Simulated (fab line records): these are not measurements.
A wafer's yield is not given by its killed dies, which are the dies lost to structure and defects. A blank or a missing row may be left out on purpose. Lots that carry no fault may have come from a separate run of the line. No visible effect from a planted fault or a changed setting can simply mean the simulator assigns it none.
Matching of chambers    flow n5-finfet    rie-diel-04 running N5_BEOL_M13_VIA_ETCH_16: 4 sister chambers
The step etches SiOC in C4F8/O2/Ar, target depth 921.7 nm. 4 wafers are shown with their chamber, then 11 later ones without.

## EACH WAFER AND ITS CHAMBER
wafer   chamber  showerhead-plenum-p-Torr (Torr)
L089.4  1        3.41
L087.3  2        3.48
L087.6  3        3.14
L085.2  0        3.30

## WAFERS WITHOUT THEIR CHAMBER
wafer   showerhead-plenum-p-Torr (Torr)
L085.3  3.48
L085.5  3.30
L091.2  3.13
L091.4  3.40
L091.5  3.30
L096.2  3.29
L096.4  3.48
L096.6  3.13
L097.1  3.47
L097.2  3.29
L097.6  3.13

## WHICH CHAMBER EACH ONE RAN IN
wafer   from the rows above  in truth
L085.3  2                    2
L085.5  0                    0
L091.2  3                    3
L091.4  1                    1
L091.5  0                    0
L096.2  0                    0
L096.4  2                    2
L096.6  3                    3
L097.1  2                    2
L097.2  0                    0
L097.6  3                    3
Correct placement for 11 of the 11. Can't be placed from these rows: 0. Number placed wrongly: 0.
How it was worked out, from the rows above alone: a wafer's distance from a chamber is the root of the sum, over the readings, of the square of ((its reading less the chamber's mean) divided by the reading's scatter). If the next closest chamber is less than 2 further off than the closest, the wafer can't be placed; otherwise it belongs to the closest. The mean given for a chamber averages the wafers shown for that chamber. The scatter (one wafer shown for each chamber): square how far every hidden wafer sits from the nearest shown wafer, average those squares and take the square root.
